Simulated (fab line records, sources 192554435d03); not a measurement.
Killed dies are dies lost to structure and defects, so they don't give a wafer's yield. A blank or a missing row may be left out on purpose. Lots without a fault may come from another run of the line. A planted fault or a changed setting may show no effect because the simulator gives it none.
Which tool did it? | flow n5_finfet | 10 lots, 30 wafers sampled, at 5 steps of a route of 1938

WHAT THE GAUGES READ, wafer by wafer
N5_BEOL_M4_RC_MEAS_101.
lot  | measured     | on        | DIBL_N (mV/V)
L127 | day 7 14:26  | prober-02 | 36.5 36.3 37.5
L129 | day 7 20:34  | prober-02 | 35.9 35.5 35.7
L130 | day 8 20:08  | prober-01 | 34.5 34.6 34.0
L135 | day 10 17:23 | prober-02 | 35.4 36.1 35.5
L137 | day 11 05:05 | prober-01 | 34.4 36.1 37.6
L142 | day 12 01:39 | prober-01 | 37.0 36.3 36.7
L145 | day 12 18:44 | prober-02 | 36.5 35.7 36.0
L146 | day 12 20:55 | prober-02 | 35.8 35.6 34.0
L144 | day 13 04:23 | prober-02 | 38.3 38.5 37.0
L149 | day 14 17:31 | prober-02 | 36.7 36.6 37.7

WHICH TOOL RAN EACH LOT (tool, then ch and the chambers of the sampled wafers, then the start)
lot  | N5_BEOL_M4_STRIP_97                           | N5_BEOL_M4_ANNEAL_80         | N5_BEOL_M4_SPUTTER_86        | N5_BEOL_M4_ANNEAL_93
L127 | rie_diel-01 ch 0,2,3, day 7 09:35 or earlier  | pvd_sputter-01, day 7 09:35  | pvd_sputter-01, day 7 10:19  | pvd_sputter-01, day 7 11:47
L129 | rie_diel-04 ch 0,2,3, day 7 17:52 or earlier  | pvd_sputter-03, day 7 17:52  | pvd_sputter-03, day 7 18:13  | pvd_sputter-03, day 7 18:58
L130 | rie_diel-04 ch 1,2, day 8 17:07 or earlier    | pvd_sputter-02, day 8 17:07  | pvd_sputter-02, day 8 17:29  | pvd_sputter-02, day 8 18:13
L135 | rie_diel-01 ch 0,1,2, day 10 14:31 or earlier | pvd_sputter-03, day 10 14:31 | pvd_sputter-03, day 10 14:52 | pvd_sputter-03, day 10 15:37
L137 | rie_diel-02 ch 0,1,2, day 11 00:49 or earlier | pvd_sputter-01, day 11 00:49 | pvd_sputter-01, day 11 01:32 | pvd_sputter-01, day 11 03:01
L142 | rie_diel-04 ch 0,1,2, day 11 22:32 or earlier | pvd_sputter-02, day 11 22:32 | pvd_sputter-02, day 11 22:54 | pvd_sputter-02, day 11 23:38
L145 | rie_diel-04 ch 1,3, day 12 16:00 or earlier   | pvd_sputter-01, day 12 16:00 | pvd_sputter-01, day 12 16:22 | pvd_sputter-01, day 12 17:06
L146 | rie_diel-01 ch 2,3, day 12 18:20 or earlier   | pvd_sputter-01, day 12 18:20 | pvd_sputter-01, day 12 18:41 | pvd_sputter-01, day 12 19:26
L144 | rie_diel-01 ch 0,2, day 13 01:50 or earlier   | pvd_sputter-01, day 13 01:50 | pvd_sputter-01, day 13 02:11 | pvd_sputter-01, day 13 02:56
L149 | rie_diel-01 ch 0,1,2, day 14 14:32 or earlier | pvd_sputter-03, day 14 14:32 | pvd_sputter-03, day 14 14:52 | pvd_sputter-03, day 14 15:38
- N5_BEOL_M4_STRIP_97: strips in N2/H2, time 10 s.
- N5_BEOL_M4_ANNEAL_80: time 240 s.
- N5_BEOL_M4_SPUTTER_86: material Cu, target thk 4.5 nm, time 8.29 s.
- N5_BEOL_M4_ANNEAL_93: time 240 s.

THE ANSWER, worked out from the rows above alone
Rule: what is usual is taken from the lots themselves. Put in order of their means at a reading, lots are off if they are a third of the lots or fewer, leave a main group of 4 or more, and stand apart from it by a gap of 3 or more times the standard deviation of the main group's means; of several such gaps the widest counts. A main group whose means are all the same, to the digits that the tables above print for the reading, isn't used. A lot without any number at a reading at which 4 lots or more have one is off too. The other lots that the step has rows for count as sound.
No lot is off at any reading shown: from this, nothing can be told.

WHAT THE SIMULATOR HAD PUT IN
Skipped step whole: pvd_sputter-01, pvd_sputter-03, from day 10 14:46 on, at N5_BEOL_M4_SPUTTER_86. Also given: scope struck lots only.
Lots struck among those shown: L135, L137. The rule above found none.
